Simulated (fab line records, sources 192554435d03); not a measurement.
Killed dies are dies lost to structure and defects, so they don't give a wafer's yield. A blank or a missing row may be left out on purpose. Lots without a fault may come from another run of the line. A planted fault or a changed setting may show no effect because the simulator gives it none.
Problem report in the 8D (eight disciplines) form, filled by code | flow n5_finfet | the parts of the form that need people (team, actions taken, sign-off) are left out

1. THE PROBLEM
M5_OVL at N5_BEOL_M5_OVL_MEAS_12 reads a mean of 12.8 nm on 6 wafers of 2 lots; wafers without a fault read -0.3 nm with a standard deviation of 0.69. That is +19 standard deviations from the usual mean.
First seen on wafer L471.1, day 10 09:52, on overlay-02. The record holds 30 wafers of 10 lots with a number at this step. Rule for "out", or "out of limits": more than 4 standard deviations from the usual mean. The other wafers with a number count as sound.

2. WHAT IT IS AND WHAT IT IS NOT
question                    | is                     | is not
which readings at this step | M5_OVL                 | -
which lots                  | L471, L475             | L464, L465, L466, L478, L479, L482, L483, L484
which wafers of those lots  | all that have a number | -
read on which gauges        | overlay-02             | overlay-01
when                        | from day 10 09:52      | up to then (9 sound wafers); but 15 sound wafers of L478, L479, L482, L483, L484 came after

3. SUSPECTS, AND WHAT RULES EACH OUT
Counting: a tool at a process step up to the reading stays a suspect if it ran every lot that is out and no sound lot after the first of them.
- the gauge at N5_BEOL_M5_OVL_MEAS_12: ruled out. All the wafers that are out were read on overlay-02, but those of them that N5_PASSIVATION_PROBE_49 has rows for are out there too, on other tools.
- euv_scanner-02 at N5_BEOL_M5_EXPOSE_08 (exposes mask M5, target cd 28 nm): kept. It ran every lot that is out, first L471 (day 10 09:43), and no sound lot after that; its last sound lot up to then is L466 (day 8 17:44).
Left after counting: euv_scanner-02 at N5_BEOL_M5_EXPOSE_08.

4. THE CAUSE (what the simulator had put in)
Scanner matching overlay: euv_scanner-02, from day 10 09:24 on, at N5_BEOL_M5_EXPOSE_08. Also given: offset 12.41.
Counting left only this tool.

5. THE CHAIN OF EFFECTS, in route order
Each row: a reading whose mean over the struck wafers that have a number lies more than 3 standard deviations from the usual. Only readings for which the record gives a usual standard deviation are gone through. hours: the time from each lot's start at the first step in this table that gives one to its start at this step, as a median over the lots. sigmas: the change in usual standard deviations.
hours | step                    | reading              | usual   | on struck wafers | change | sigmas
0     | N5_BEOL_M5_OVL_MEAS_12  | M5_OVL               | -0.3 nm | 12.8             | +13.1  | +19
104   | N5_PASSIVATION_PROBE_49 | defect_limited_yield | 91.3 %  | 7.5              | -83.8  | -56
104   | N5_PASSIVATION_PROBE_49 | killed_at_M4_up      | 13      | 1006             | +993   | +99 or more
104   | N5_PASSIVATION_PROBE_49 | killed_dies          | 103     | 1092             | +989   | +58
104   | N5_PASSIVATION_PROBE_49 | killed_on_rim        | 13      | 139              | +126   | +30
104   | N5_PASSIVATION_PROBE_49 | sort_bin_5_function  | 5.0 %   | 47.2             | +42.2  | +43
104   | N5_PASSIVATION_PROBE_49 | sort_n_pass          | 1077    | 88               | -989   | -58
104   | N5_PASSIVATION_PROBE_49 | sort_yield_pct       | 91.3 %  | 7.5              | -83.8  | -56
The process steps in it:
- N5_PASSIVATION_PROBE_49

6. WHAT WOULD HAVE CAUGHT IT SOONER
In this record the first reading out of limits at a measuring or inspecting step was taken at day 10 09:52, 0 hours after the fault began at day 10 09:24.
Of the lots that are out (2), L475 began N5_BEOL_M5_EXPOSE_08 on euv_scanner-02 after day 10 09:52. A hold on the tool at that time would have spared it.
